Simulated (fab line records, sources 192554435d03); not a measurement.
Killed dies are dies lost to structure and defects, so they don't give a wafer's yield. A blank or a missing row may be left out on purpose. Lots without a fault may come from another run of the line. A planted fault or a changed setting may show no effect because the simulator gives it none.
fab line records | flow n5_finfet
record lots=7 wafers=21 last_day=18
route steps=1938 shown HKMG_FIN@423 BEOL_M4@1111 PASSIVATION@1936
lots that met no fault: from a run of the same line without faults
start_h: hours from the record's first day to the start of the lot's first wafer shown | wait_h: hours since the lot's step before | " the same as in the row above | L1.1+2: a row that stands for several wafers | - no value, or no start given | * or withheld: withheld | < > ~ a bound
route shown NAME@n: a module of which the file shows steps, and the number in the route of the first | usual: mean/standard deviation of fault-free wafers | same: alike in all rows | chamber/n: place in a boat | sites: the reading at each site | _std_site: their standard deviation | _edge_site: outer sites' mean less inner sites' | radius_mm: how far each site lies from the wafer's centre | mask NAME#n: copy n | behind: the tool/chamber that last shaped the wafer | hold: why the lot was held/for how many hours/how that ended | device: the transistor (n, p or np) that didn't switch | end of line: the same wafers' tests at the end of the route | a step without rows: its recipe alone | killed: dies lost to structure and defects at the first sort, not the wafer's yield | map: a wafer's dies, x killed, . not, _ none there
set.NAME: the setting as run; set.NAME@STEP: as run at that earlier step | model.NAME: the simulator's own value behind a step, which no gauge read
lots at some steps of the route; a table a step, a row a wafer
services: from which hour (start_h, from the record's first day; less than 0 if before it) a tool's chamber was out of use, for how many hours, and why
## steps
# step N5_HKMG_FIN_COAT_30
# recipe resist=SiARC temp_c=220 time_s=60 spin_rpm=1500 resist_thk_nm=35
# step N5_HKMG_FIN_COAT_06
# recipe resist=CAR-ArF spin_rpm=1500 resist_thk_nm=90
# step N5_HKMG_FIN_EBR_08
# recipe solvent=PGMEA ebr_width_mm=1.5
# step N5_HKMG_FIN_SOFTBAKE_07
# recipe temp_c=110 time_s=60 resist=CAR-ArF
# step N5_HKMG_FIN_EXPOSE_09
# recipe mask_id=NWFM na=1.35 source_shape=conventional sigma_outer=0.8 polarization=unpolarized dose_mj=39.25
# step N5_HKMG_FIN_PEB_10
# recipe peb_temp_c=withheld peb_time_s=60 resist=CAR-ArF
# step N5_HKMG_FIN_DEVELOP_11
# recipe develop_time_s=30 developer=TMAH resist=CAR-ArF dev_temp_c=23 rinse_liquid=diw dry=air_spin
# step N5_HKMG_FIN_CD_MEAS_12
# recipe target_cd_nm=92.8 landing_energy_ev=500 detector=se_inlens
# usual cd_nm=92.8/0.64
# same landing_energy_ev=500
# columns lot.wafer tool chamber start_h wait_h cd_nm
L932.3 cd_sem-01 0 110.84 - 93.3
L932.5 " 0 " " 92.9
L932.6 " 0 " " 91.9
L935.3 cd_sem-02 0 135.47 - 92.9
L935.5 " 0 " " 93.3
L935.6 " 0 " " 92.4
L942.2 cd_sem-01 0 170.16 - 91.9
L942.4 " 0 " " 92.3
L942.6 " 0 " " 91.4
L943.1 cd_sem-02 0 178.13 - 92.6
L943.5 " 0 " " 92.4
L943.6 " 0 " " 92.3
L944.3 cd_sem-01 0 182.66 - 92.1
L944.4 " 0 " " 92.5
L944.6 " 0 " " 91.6
L948.4 cd_sem-03 0 207.92 - 93.6
L948.5 " 0 " " 92.5
L948.6 " 0 " " 92.9
L949.2 cd_sem-01 0 212.68 - 92.1
L949.3 " 0 " " 93.2
L949.6 " 0 " " 93.2
# step N5_HKMG_FIN_OVL_MEAS_13
# recipe points_per_wafer=44
# usual NWFM_OVL=0.4/0.66
# columns lot.wafer tool chamber start_h wait_h NWFM_OVL[nm]
L932.3 overlay-02 0 110.87 0.0 -0.2
L932.5 " 0 " " -0.7
L932.6 " 0 " " -0.5
L935.3 overlay-01 0 135.49 0.0 0.5
L935.5 " 0 " " 1.8
L935.6 " 0 " " 0.0
L942.2 overlay-01 0 170.19 0.0 1.2
L942.4 " 0 " " 0.9
L942.6 " 0 " " 1.7
L943.1 overlay-01 0 178.16 0.0 -0.6
L943.5 " 0 " " 0.5
L943.6 " 0 " " 0.2
L944.3 overlay-01 0 182.69 0.0 -0.2
L944.4 " 0 " " -0.5
L944.6 " 0 " " 1.0
L948.4 overlay-02 0 207.94 0.0 0.7
L948.5 " 0 " " 1.3
L948.6 " 0 " " -0.2
L949.2 overlay-02 0 212.70 0.0 0.5
L949.3 " 0 " " 0.6
L949.6 " 0 " " 0.4
# step N5_HKMG_FIN_INSPECT_14
# recipe mode=adi inspect_instrument=macro
# usual raw_defect_count=2.2/1.4
# columns lot.wafer tool chamber start_h wait_h raw_defect_count
L932.3 defect_inspect-02 - 110.89 0.0 2
L932.5 " - " " 5
L932.6 " - " " 3
L935.3 defect_inspect-01 - 135.52 0.0 0
L935.5 " - " " 4
L935.6 " - " " 3
L942.2 defect_inspect-01 - 170.21 0.0 1
L942.4 " - " " 0
L942.6 " - " " 1
L943.1 defect_inspect-01 - 178.18 0.0 2
L943.5 " - " " 2
L943.6 " - " " 2
L944.3 defect_inspect-01 - 182.72 0.0 2
L944.4 " - " " 1
L944.6 " - " " 1
L948.4 defect_inspect-01 - 207.97 0.0 2
L948.5 " - " " 4
L948.6 " - " " 2
L949.2 defect_inspect-01 - 212.73 0.0 2
L949.3 " - " " 3
L949.6 " - " " 4
# step N5_HKMG_FIN_DESCUM_17
# recipe chemistry=O2 time_s=7.9 source_power_w=50 bias_power_w=20 pressure_mtorr=20 rf_frequency_hz=2.712e+07 temp_c=40 resist=CAR-ArF o2_flow_sccm=225
# usual drypump_motor_current_A=5.7/0.44 oes_product_au=0.75/0.058 rf_vpp_V=243.6/1.2 showerhead_plenum_p_Torr=2.13/0.057 throttle_valve_pct=20.41/0.2
# columns lot.wafer tool chamber start_h wait_h drypump_motor_current_A oes_product_au rf_hours_counter_h rf_vpp_V showerhead_plenum_p_Torr throttle_valve_pct
L932.3 rie_diel-03 0 111.22 0.3 5.3 0.82 81 244.9 2.21 20.17
L932.5 " 0 " " 5.3 0.82 - 244.8 2.22 20.16
L932.6 " 3 " " 5.9 0.67 - 243.8 2.18 20.53
L935.3 rie_diel-04 2 135.89 0.4 6.0 0.70 225 243.4 2.08 20.35
L935.5 " 3 " " 6.0 0.72 - 243.0 2.17 20.42
L935.6 " 0 " " 6.1 0.75 - 243.0 2.10 20.76
L942.2 rie_diel-04 3 170.67 0.5 5.9 0.71 204 244.8 2.17 20.43
L942.4 " 0 " " 6.1 0.73 169 242.3 2.10 20.77
L942.6 " 1 " " 6.0 0.86 - 244.0 2.13 20.54
L943.1 rie_diel-04 1 178.22 0.0 6.0 0.86 41 243.5 2.13 20.55
L943.5 " 0 " " 6.1 0.74 - 243.4 2.10 20.77
L943.6 " 3 " " 5.9 0.71 - 242.2 2.17 20.44
L944.3 rie_diel-04 1 182.75 0.0 6.0 0.84 43 243.0 2.13 20.58
L944.4 " 0 " " 6.1 0.73 173 243.3 2.10 20.78
L944.6 " 2 " " 6.1 0.69 - 243.5 2.07 20.38
L948.4 rie_diel-01 2 208.00 0.0 4.8 0.71 189 241.1 2.00 20.65
L948.5 " 0 " " 5.8 0.76 - 243.3 2.10 20.39
L948.6 " 1 " " 5.0 0.68 - 243.4 2.17 20.58
L949.2 rie_diel-01 0 212.76 0.0 5.8 0.76 173 243.1 2.10 20.41
L949.3 " 2 " " 4.8 0.72 190 243.0 2.00 20.63
L949.6 " 2 " " 4.8 0.71 - 240.7 2.00 20.63
# step N5_HKMG_FIN_ETCH_31
# recipe chemistry=CF4 target=SiARC target_depth_a=455 mask_material=CAR-ArF time_s=75.8 ion_energy_ev=80 pressure_mtorr=40 source_w=545 bias_w=36 Ar_flow_sccm=100 cf4_flow_sccm=100 ends=cleared
# usual drypump_motor_current_A=5.7/0.44 etch_rf_on_time_s=75.5/1.3 oes_product_au=0.65/0.048 rf_fwd_power_W=539.0/2.7 rf_vpp_V=184.3/1 showerhead_plenum_p_Torr=2.17/0.057 throttle_valve_pct=15.57/0.15
# columns lot.wafer tool chamber start_h wait_h drypump_motor_current_A etch_rf_on_time_s oes_product_au rf_fwd_power_W rf_hours_counter_h rf_vpp_V showerhead_plenum_p_Torr throttle_valve_pct
L932.3 rie_diel-03 0 111.25 0.0 5.4 75.5 0.71 541.0 81 185.4 2.24 15.27
L932.5 " 0 " " 5.3 75.8 0.71 540.3 - 185.4 2.24 15.29
L932.6 " 3 " " 5.9 75.3 0.59 536.9 - 185.0 2.21 15.70
L935.3 rie_diel-04 2 135.93 0.0 6.1 74.9 0.61 538.3 225 184.1 2.12 15.56
L935.5 " 3 " " 5.9 75.1 0.62 539.2 - 185.9 2.21 15.60
L935.6 " 0 " " 6.1 77.4 0.65 542.8 - 183.4 2.14 15.84
L942.2 rie_diel-04 3 170.71 0.0 6.0 76.0 0.61 537.1 204 186.0 2.20 15.61
L942.4 " 0 " " 6.1 77.7 0.64 542.4 169 182.5 2.13 15.86
L942.6 " 1 " " 6.0 75.8 0.73 540.0 - 184.1 2.17 15.65
L943.1 rie_diel-04 1 178.25 0.0 6.0 76.2 0.72 536.0 41 183.9 2.17 15.64
L943.5 " 0 " " 6.0 78.4 0.63 538.1 - 183.3 2.13 15.86
L943.6 " 3 " " 5.9 77.0 0.61 537.4 - 186.0 2.20 15.61
L944.3 rie_diel-04 1 182.78 0.0 6.0 75.7 0.72 536.6 43 184.3 2.17 15.63
L944.4 " 0 " " 6.1 77.2 0.63 544.6 173 183.9 2.13 15.86
L944.6 " 2 " " 6.1 75.9 0.59 544.1 - 183.6 2.11 15.58
L948.4 rie_diel-01 2 208.03 0.0 4.8 75.6 0.61 539.2 189 183.3 2.05 15.75
L948.5 " 0 " " 5.8 75.8 0.64 540.5 - 185.8 2.13 15.51
L948.6 " 1 " " 5.1 73.1 0.60 533.2 - 184.7 2.19 15.63
L949.2 rie_diel-01 0 212.80 0.0 5.8 75.9 0.63 537.6 173 183.8 2.13 15.53
L949.3 " 2 " " 4.8 76.1 0.61 539.5 190 182.4 2.05 15.74
L949.6 " 2 " " 4.8 76.1 0.61 538.2 - 182.3 2.05 15.74
# step N5_HKMG_FIN_ETCH_32
# recipe chemistry=N2/H2 target=SOC target_depth_a=2400 temp_c=40 time_s=300 ion_energy_ev=200 mask_material=SiARC pressure_mtorr=30 source_w=840 bias_w=150 n2_flow_sccm=200 h2_flow_sccm=200
# usual drypump_motor_current_A=5.7/0.44 n2_flow_sccm=200.0/0.6 oes_product_au=0.76/0.056 rf_fwd_power_W=837.8/2.7 rf_vpp_V=524.9/2.1 showerhead_plenum_p_Torr=2.58/0.068 throttle_valve_pct=17.75/0.19
# columns lot.wafer tool chamber start_h wait_h drypump_motor_current_A n2_flow_sccm oes_product_au rf_fwd_power_W rf_hours_counter_h rf_vpp_V showerhead_plenum_p_Torr throttle_valve_pct model.HKMG_FIN.feature_depth_nm model.etch.depth_nm model.SiARC_of_HKMG_FIN_COAT_30.thk_nm
L932.3 rie_diel-03 0 111.31 0.0 5.3 200.2 0.82 834.5 81 527.6 2.67 17.44 237.8 237.8 21.4
L932.5 " 0 " " 5.3 200.7 0.81 836.9 - 528.5 2.67 17.44 235.8 235.8 21.6
L932.6 " 3 " " 5.9 199.5 0.68 835.6 - 526.0 2.62 17.87 236.6 236.6 21.8
L935.3 rie_diel-04 2 135.99 0.0 6.1 199.0 0.71 841.6 225 522.2 2.51 17.62 240 239.9 21
L935.5 " 3 " " 5.9 199.0 0.73 841.2 - 526.4 2.62 17.74 238.4 238.4 21.2
L935.6 " 0 " " 6.1 200.5 0.75 834.9 - 523.0 2.54 18.04 233 233.1 21.8
L942.2 rie_diel-04 3 170.77 0.0 5.9 200.2 0.81 1041.6 205 489.4 2.61 17.76 284.2 284.1 19.6
L942.4 " 0 " " 6.0 199.2 0.83 1039.5 169 487.9 2.53 18.07 280.6 280.6 20.2
L942.6 " 1 " " 6.0 200.0 0.96 1035.8 - 489.6 2.60 17.92 290 290.1 19
L943.1 rie_diel-04 1 178.31 0.0 6.0 199.7 0.96 1039.6 41 488.8 2.60 17.91 289.8 289.8 19
L943.5 " 0 " " 6.1 200.0 0.83 1040.9 - 489.1 2.53 18.07 280.4 280.3 20.2
L943.6 " 3 " " 5.9 200.1 0.81 1037.3 - 490.2 2.61 17.78 285.8 285.7 19.6
L944.3 rie_diel-04 1 182.84 0.0 6.0 199.8 0.95 1037.6 43 489.2 2.59 17.93 287.4 287.4 19.2
L944.4 " 0 " " 6.1 198.9 0.83 1039.0 173 486.3 2.53 18.08 279.4 279.5 20.2
L944.6 " 2 " " 6.1 199.6 0.78 1042.2 - 487.6 2.50 17.69 285 285 19.4
L948.4 rie_diel-01 2 208.09 0.0 4.8 200.3 0.72 832.8 189 521.5 2.43 18.02 239.8 239.7 20.8
L948.5 " 0 " " 5.8 200.0 0.73 837.4 - 524.1 2.53 17.72 233.6 233.7 21.8
L948.6 " 1 " " 5.0 199.6 0.70 836.6 - 524.8 2.62 17.92 241.8 241.7 21
L949.2 rie_diel-01 0 212.85 0.0 5.8 200.2 0.73 837.6 173 524.8 2.53 17.73 236 236.1 21.8
L949.3 " 2 " " 4.8 200.4 0.71 831.9 191 520.7 2.43 18.05 241.8 241.8 20.8
L949.6 " 2 " " 4.8 199.8 0.71 837.6 - 519.8 2.43 18.05 240.2 240.3 21
# step N5_HKMG_FIN_STRIP_33
# recipe chemistry=N2/H2 temp_c=40 n2_flow_sccm=200 h2_flow_sccm=200 rf_frequency_hz=6e+07
# step N5_BEOL_M4_RC_MEAS_101
# usual DIBL_N=36.2/1.7 DIBL_P=36.2/2.2 IOFF_N=0.16/0.035 IOFF_P=0.21/0.042 ION_N=673/13 ION_P=462/7.9 SS_N=71.4/0.59 SS_P=73.2/0.7 VT_N=250/3.6 VT_P=-251/3.5
# columns lot.wafer tool chamber start_h wait_h DIBL_N[mV/V] DIBL_P[mV/V] IOFF_N[nA/um] IOFF_P[nA/um] ION_N[uA/um] ION_P[uA/um] SS_N[mV/dec] SS_P[mV/dec] VT_N[mV] VT_P[mV]
L932.3 prober-01 0 196.63 0.3 35.3 36.4 0.14 0.18 661 445 71.4 72.7 250 -253
L932.5 " 0 " " 35.8 37.2 0.17 0.19 664 454 71.8 73.8 250 -253
L932.6 " 0 " " 35.0 36.2 0.15 0.19 660 452 71.3 73.7 249 -252
L935.3 prober-01 0 233.78 0.3 36.2 37.8 0.16 0.23 667 467 71.5 73.9 251 -248
L935.5 " 0 " " 37.1 37.8 0.16 0.23 673 463 71.8 73.4 247 -247
L935.6 " 0 " " 36.7 36.5 0.15 0.21 663 459 71.7 73.4 252 -252
L942.2 prober-02 0 253.81 0.2 35.4 34.4 0.12 0.17 670 456 71.5 72.6 252 -253
L942.4 " 0 " " 37.2 36.9 0.15 0.20 677 460 71.5 73.8 253 -253
L942.6 " 0 " " 34.5 33.1 0.11 0.15 645 444 71.3 72.0 257 -255
L943.1 prober-02 0 276.94 0.0 35.1 35.7 0.15 0.21 662 457 71.4 72.8 250 -249
L943.5 " 0 " " 34.8 35.5 0.15 0.21 669 461 71.2 72.5 249 -251
L943.6 " 0 " " 37.0 37.2 0.18 0.24 681 465 71.5 73.2 247 -249
L944.3 prober-02 0 281.42 0.3 35.0 34.2 0.13 0.16 657 450 71.1 72.9 251 -256
L944.4 " 0 " " 34.6 33.9 0.12 0.16 664 457 70.7 72.8 253 -254
L944.6 " 0 " " 34.0 33.8 0.12 0.16 662 454 71.3 73.0 254 -255
L948.4 prober-02 0 304.08 0.5 35.5 34.0 0.13 0.18 673 461 70.5 72.0 252 -250
L948.5 " 0 " " 36.7 36.2 0.15 0.22 663 464 70.8 73.2 249 -248
L948.6 " 0 " " 33.2 31.4 0.10 0.15 646 458 70.2 71.6 259 -254
L949.2 prober-01 0 305.94 0.2 34.3 34.9 0.13 0.15 668 447 70.6 72.8 256 -258
L949.3 " 0 " " 37.6 38.2 0.20 0.19 685 456 72.2 74.1 248 -254
L949.6 " 0 " " 36.9 38.7 0.19 0.20 686 454 72.1 73.7 247 -256
# step N5_PASSIVATION_PROBE_49
# usual defect_limited_yield=91.4/1.4 killed_at_M0_to_M3=31/10 killed_at_M4_up=14/5.6 killed_at_contacts=13/6.3 killed_at_front_end=39/10 killed_at_other=4/3.1 killed_dies=101/16 killed_open=65/13 killed_short=34/7.2 sort_bin_5_function=5.1/0.88 sort_bin_6_memory=3.2/0.66 sort_n_pass=1079/16 sort_yield_pct=91.4/1.4
# same gross_dies=1180 killed_at_back_side=0 sort_bin_4_leakage[%]=0 sort_bin_8_speed[%]=0
# columns lot.wafer tool chamber start_h wait_h defect_limited_yield[%] killed_at_M0_to_M3 killed_at_M4_up killed_at_contacts killed_at_front_end killed_at_other killed_dies killed_open killed_short sort_bin_5_function[%] sort_bin_6_memory[%] sort_n_pass sort_yield_pct[%]
L942.2 prober-02 - 362.04 0.1 92.8 21 7 12 42 3 85 46 34 4.3 2.5 1095 92.8
L942.4 prober-02 - 362.14 0.2 93.6 22 8 17 25 3 75 53 20 3.7 2.4 1105 93.6
L942.6 prober-02 - 362.24 0.3 92.3 16 7 26 36 6 91 56 32 5.1 2.4 1089 92.3
# killed by level:class
L942.2 FIN_SAQP:geometric_particle:short=13 MOL_CONTACT_COAG:geometric_particle:open=11 GATE_CUT:geometric_particle:short=8 FIN_SAQP:geometric_particle:open=5 BEOL_M0:geometric_particle:open=5 BEOL_M0_SAQP:geometric_particle:open=4 BEOL_M0_SAQP:geometric_particle:short=4 ILD0:geometric_particle:short=3
L942.4 MOL_CONTACT_COAG:geometric_particle:open=14 BEOL_M0:geometric_particle:open=7 BEOL_M0_SAQP:geometric_particle:short=6 BEOL_M2:geometric_particle:open=6 FIN_SAQP:geometric_particle:short=4 BEOL_M4:geometric_particle:open=4 STI_FIN_REVEAL:geometric_particle:open=3 DUMMY_GATE:geometric_particle:open=3
L942.6 MOL_CONTACT_COAG:geometric_particle:open=23 FIN_SAQP:geometric_particle:short=9 BEOL_M4:geometric_particle:open=5 GATE_CUT:geometric_particle:short=4 STARTING-WAFER:geometric_particle:open=4 FIN_SAQP:geometric_particle:open=3 STI_FIN_REVEAL:geometric_particle:short=3 STI_FIN_REVEAL:geometric_particle:open=3
## services
# columns tool chamber start_h hours kind
rie_diel-01 0 112.49 8.4 repair
rie_diel-03 - 150.21 4.3 pm
rie_diel-04 1 161.52 5.3 repair
rie_diel-03 3 180.27 - clean
rie_diel-03 3 180.27 - consumable_replace:focus_ring
rie_diel-03 3 180.27 28.1 scheduled_down
rie_diel-03 3 180.27 28.1 vent_cycle
rie_diel-01 3 191.98 14.3 repair
rie_diel-04 2 210.28 - clean
rie_diel-04 2 210.28 - consumable_replace:focus_ring
rie_diel-04 2 210.28 22.0 scheduled_down
rie_diel-04 2 210.28 22.0 vent_cycle
rie_diel-03 - 211.67 1.7 repair
## key
first_sign step=N5_HKMG_FIN_ETCH_32 reading=rf_fwd_power_W direction=up sigmas=74 usual=* struck=*
effect step=N5_HKMG_FIN_ETCH_32 reading=rf_vpp_V direction=down sigmas=17 usual=524.9 struck=488.7
model_effect step=N5_HKMG_FIN_ETCH_32 value=HKMG_FIN.feature_depth_nm without=238.5 struck=284.7
met_at N5_HKMG_FIN_ETCH_32
struck_wafers L942.2,L942.4,L942.6,L943.1,L943.5,L943.6,L944.3,L944.4,L944.6
onset_between 135.99 170.77
fault kind=process_parameter_drift tool=rie_diel-04 chamber=- onset_h=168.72 steps=N5_HKMG_FIN_ETCH_32 channel=source_w offset=201.6 shape=step end_h=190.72 acts_in=these_recipes_only stated=840
